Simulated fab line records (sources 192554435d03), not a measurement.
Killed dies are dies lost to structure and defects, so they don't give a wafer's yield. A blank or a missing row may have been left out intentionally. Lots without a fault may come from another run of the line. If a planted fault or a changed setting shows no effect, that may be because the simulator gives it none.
Struck lot and sound lot, side by side / flow n5-finfet / 41 steps out of a route of 1938
Sound: the wafers L293.2, L293.5, L293.6. Struck: wafer L292.3 (L292.5, L292.6, from the same lot, were not struck and are left out); the cause is given at the end.
Each step with rows lists, per side, the tool, then ch with its chambers, then its first start. Under that, the readings that differ: sound wafers / struck wafers / difference of the means / sigmas: that difference in standard deviations of wafers without a fault.
alike: a reading whose means differ by less than 2 such deviations, as well as words and numbers matching on both sides. not compared: withheld readings; readings where some wafer has no value; bounds like >300 that might hide an equal value; numbers whose values overlap and for which the record gives no deviation.
The two part at a step that has a row with sigmas, a row that says differs or no value, or rows on one side only. When numbers do not overlap yet have no deviation, they are printed without sigmas and do not part them. A reading missing from all wafers of one side parts the sides only when that side holds two or more wafers.

first, 10 steps without rows for these wafers: N5_FIN_SAQP_PRECLEAN_42 (cleans in O3/DIW, time 60 s); N5_FIN_SAQP_PRECLEAN_00 (cleans in SC1, time 60 s); N5_FIN_SAQP_PRECLEAN_44 (cleans in SC2, time 45 s); N5_FIN_SAQP_SRD_01 (time 30 s); N5_FIN_SAQP_ALD_61 (deposits SiO2, target thk 4 nm, pulse time 1 s, purge time 2 s); N5_FIN_SAQP_DENSIFY_62 (time 60 s); N5_FIN_SAQP_HM_DEP_03 (deposits SiNx from SiH4/NH3/N2, target thk 38 nm, time 33.6 s); N5_FIN_SAQP_PECVD_47 (deposits a-Si from SiH4/He, target thk 45 nm, time 36.3 s); N5_FIN_SAQP_PECVD_48 (deposits SiNx from SiH4/NH3/N2, target thk 25 nm, time 22.1 s); N5_FIN_SAQP_PECVD_06 (deposits a-Si from SiH4/He, target thk 60 nm, time 48.1 s).
N5_FIN_SAQP_HM_DEP_72: deposits SiO2 from SiH4/N2O, target thk 12 nm, time 7.2 s.
  sound on pecvd-03 ch 0,1,2, day 4 21:38; struck on pecvd-02 ch 0, day 4 16:38
  alike: heater-power-w, showerhead-plenum-p-Torr
then, 8 steps without rows for these wafers: N5_FIN_SAQP_COAT_49 (time 60 s, resist thk 100 nm); N5_FIN_SAQP_COAT_50 (time 60 s, resist thk 35 nm); N5_FIN_SAQP_COAT_10 (resist thk 90 nm); N5_FIN_SAQP_EBR_12; N5_FIN_SAQP_SOFTBAKE_11 (time 60 s); N5_FIN_SAQP_EXPOSE_13 (exposes mask FIN CORE, target cd 35.6 nm); N5_FIN_SAQP_PEB_14 (peb time 60 s); N5_FIN_SAQP_DEVELOP_15 (develop time 30 s).
N5_FIN_SAQP_INSPECT_18: inspects for defects (brightfield).
  sound on defect-inspect-02 at day 4 22:08; struck on defect-inspect-02 at day 4 17:10
reading=raw-defect-count; sound=736 517 488; struck=1280; difference=+700; sigmas=+6
then, 17 steps without rows for these wafers: N5_FIN_SAQP_DESCUM_21 (chemistry O2, time 7.9 s); N5_FIN_SAQP_ETCH_51 (etches SiARC in CF4, target depth 45.5 nm, time 75.8 s); N5_FIN_SAQP_ETCH_52 (etches SOC in N2/H2, target depth 100 nm, overetch 20 nm, time 150 s); N5_FIN_SAQP_STRIP_53 (strips in N2/H2); N5_FIN_SAQP_HM_OPEN_73 (chemistry CHF3/O2, target SiO2, stops on a-Si, target depth 12 nm, time 16.8 s); N5_FIN_SAQP_STRIP_74 (strips in CHF3/O2); N5_FIN_SAQP_MANDREL_ETCH_22 (etches a-Si in HBr/Cl2, stops on SiNx, target depth 60 nm, bt time 10 s, time 30 s); N5_FIN_SAQP_STRIP_55 (strips in N2/H2); N5_FIN_SAQP_STRIP_23 (strips in SPM, time 750 s); N5_FIN_SAQP_SRD_66 (time 30 s); N5_FIN_SAQP_RECESS_75 (chemistry HF/NH3, target SiO2, target depth 14.4 nm, afs cycles 3, sublimation time 60 s); N5_FIN_SAQP_SPACER1_ALD_24 (deposits SiO2, target thk 20.3 nm, pulse time 1 s, purge time 2 s); N5_FIN_SAQP_SPACER1_ETCHBACK_25 (etches SiO2 in CHF3/O2, target depth 24.4 nm, time 12.2 s); N5_FIN_SAQP_MANDREL1_REMOVE_56 (chemistry HBr/Cl2/O2, target a-Si, stops on SiNx, bt time 10 s); N5_FIN_SAQP_ETCH_57 (etches SiNx in CH3F/O2, target depth 32.5 nm, time 46.4 s); N5_FIN_SAQP_ETCH_65 (etches SiO2 in CF4, target depth 4 nm, time 4.4 s); N5_FIN_SAQP_MANDREL_ETCH_58 (etches a-Si in HBr/Cl2, stops on SiNx, target depth 45 nm, bt time 10 s, time 27 s).
N5_FIN_SAQP_INSPECT_40: inspects for defects (brightfield).
  sound on defect-inspect-02 at day 5 02:35; struck on defect-inspect-01 at day 4 22:09
reading=raw-defect-count; sound=535 417 263; struck=1176; difference=+771; sigmas=+12
N5_FIN_CUT_INSPECT_10: inspects for defects (brightfield).
  sound on defect-inspect-01 at day 5 02:58; struck on defect-inspect-01 at day 4 22:33
reading=raw-defect-count; sound=75 57 43; struck=969; difference=+911; sigmas=+76
-- here the record skips 6 days between the struck wafers' starts before and after, leaving off in module FIN_CUT and picking up in module BEOL_M4 (first step shown: number 1111 of the route) --
N5_BEOL_M4_RC_MEAS_101:
  sound on prober-01 ch 0, day 11 01:21; struck on prober-01 ch 0, day 10 18:52
reading=VT_P (mV); sound=-252.8 -254.0 -251.2; struck=-247.0; difference=+5.7; sigmas=+2
  alike: DIBL_N, DIBL_P, IOFF_N, IOFF_P, ION_N, ION_P, SS_N, SS_P, VT_N
-- record jumps: 4 days separate the struck wafers' starts on either side; left off in module BEOL_M4, taken up again in module PASSIVATION, whose first shown step is the route's number 1936 --
N5_PASSIVATION_PROBE_49:
  sound on prober-02 at day 15 12:10; struck on prober-01 at day 15 00:12
reading=defect-limited-yield (%); sound=92.0; struck=83.1; difference=-8.9; sigmas=-6
reading=killed-at-front-end; sound=24; struck=134; difference=+110; sigmas=+9
reading=killed-dies; sound=94; struck=200; difference=+106; sigmas=+7
reading=killed-on-rim; sound=15; struck=32; difference=+17; sigmas=+4
reading=killed-short; sound=30; struck=45; difference=+15; sigmas=+2
reading=sort_bin_5_function (%); sound=4.0; struck=10.2; difference=+6.2; sigmas=+6
reading=sort-n-pass; sound=1086; struck=980; difference=-106; sigmas=-7
reading=sort-yield-pct (%); sound=92.0; struck=83.1; difference=-8.9; sigmas=-6
  alike: killed_at_M0_to_M3, killed_at_M4_up, killed-at-contacts, killed-at-other, killed-open, sort_bin_6_memory

## WHERE THEY PART
Last at N5_PASSIVATION_PROBE_49 as far as this record goes, first at N5_FIN_SAQP_INSPECT_18.

WHY: whatever the simulator had introduced
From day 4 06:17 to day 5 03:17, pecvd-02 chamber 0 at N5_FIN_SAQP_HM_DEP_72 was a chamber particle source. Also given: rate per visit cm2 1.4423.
